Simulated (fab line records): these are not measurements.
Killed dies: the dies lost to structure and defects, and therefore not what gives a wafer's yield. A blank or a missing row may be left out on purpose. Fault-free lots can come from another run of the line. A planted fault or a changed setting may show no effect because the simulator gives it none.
Matching of chambers :: flow n5Finfet :: 4 sister chambers for N5_FIN_SAQP_ETCH_52 on rieDiel-01
The step etches SOC in N2/H2, target depth 100 nm, overetch 20 nm, time 150 s. 8 wafers are shown with their chamber, then 7 later ones without.

== EACH WAFER AND ITS CHAMBER ==
wafer: L082.3
chamber: 2
showerheadPlenumPTorr (Torr): 2.49
drypumpMotorCurrentA (A): 6.2

wafer: L089.4
chamber: 3
showerheadPlenumPTorr (Torr): 2.55
drypumpMotorCurrentA (A): 5.6

wafer: L089.5
chamber: 1
showerheadPlenumPTorr (Torr): 2.58
drypumpMotorCurrentA (A): 5.7

wafer: L090.1
chamber: 3
showerheadPlenumPTorr (Torr): 2.55
drypumpMotorCurrentA (A): 5.6

wafer: L090.4
chamber: 2
showerheadPlenumPTorr (Torr): 2.48
drypumpMotorCurrentA (A): 6.3

wafer: L090.5
chamber: 0
showerheadPlenumPTorr (Torr): 2.69
drypumpMotorCurrentA (A): 5.7

wafer: L094.1
chamber: 1
showerheadPlenumPTorr (Torr): 2.58
drypumpMotorCurrentA (A): 5.8

wafer: L094.4
chamber: 0
showerheadPlenumPTorr (Torr): 2.69
drypumpMotorCurrentA (A): 5.7

== WAFERS WITH NO CHAMBER GIVEN ==
wafer: L094.5
showerheadPlenumPTorr (Torr): 2.69
drypumpMotorCurrentA (A): 5.7

wafer: L095.1
showerheadPlenumPTorr (Torr): 2.55
drypumpMotorCurrentA (A): 5.6

wafer: L095.2
showerheadPlenumPTorr (Torr): 2.58
drypumpMotorCurrentA (A): 5.8

wafer: L095.4
showerheadPlenumPTorr (Torr): 2.69
drypumpMotorCurrentA (A): 5.7

wafer: L096.1
showerheadPlenumPTorr (Torr): 2.48
drypumpMotorCurrentA (A): 6.3

wafer: L096.2
showerheadPlenumPTorr (Torr): 2.55
drypumpMotorCurrentA (A): 5.6

wafer: L096.3
showerheadPlenumPTorr (Torr): 2.69
drypumpMotorCurrentA (A): 5.8

== EACH ONE'S CHAMBER ==
wafer: L094.5
from the rows above: 0
in truth: 0

wafer: L095.1
from the rows above: 3
in truth: 3

wafer: L095.2
from the rows above: 1
in truth: 1

wafer: L095.4
from the rows above: 0
in truth: 0

wafer: L096.1
from the rows above: 2
in truth: 2

wafer: L096.2
from the rows above: 3
in truth: 3

wafer: L096.3
from the rows above: 0
in truth: 0
7 of 7 placed correctly. Can't be placed from these rows: 0. Placed wrongly: 0.
How it was worked out, from the rows above alone: a wafer's distance from a chamber is the root of the sum, over the readings, of the square of ((its reading less the chamber's mean) divided by the reading's scatter). If the next closest chamber is less than 2 further off than the closest, the wafer can't be placed; otherwise it belongs to the closest. A chamber's mean is the mean of its shown wafers. How the scatter is found: for the shown wafers, subtract from each reading the mean of its chamber, square and add these, divide the total by (wafers less chambers), then take the root.
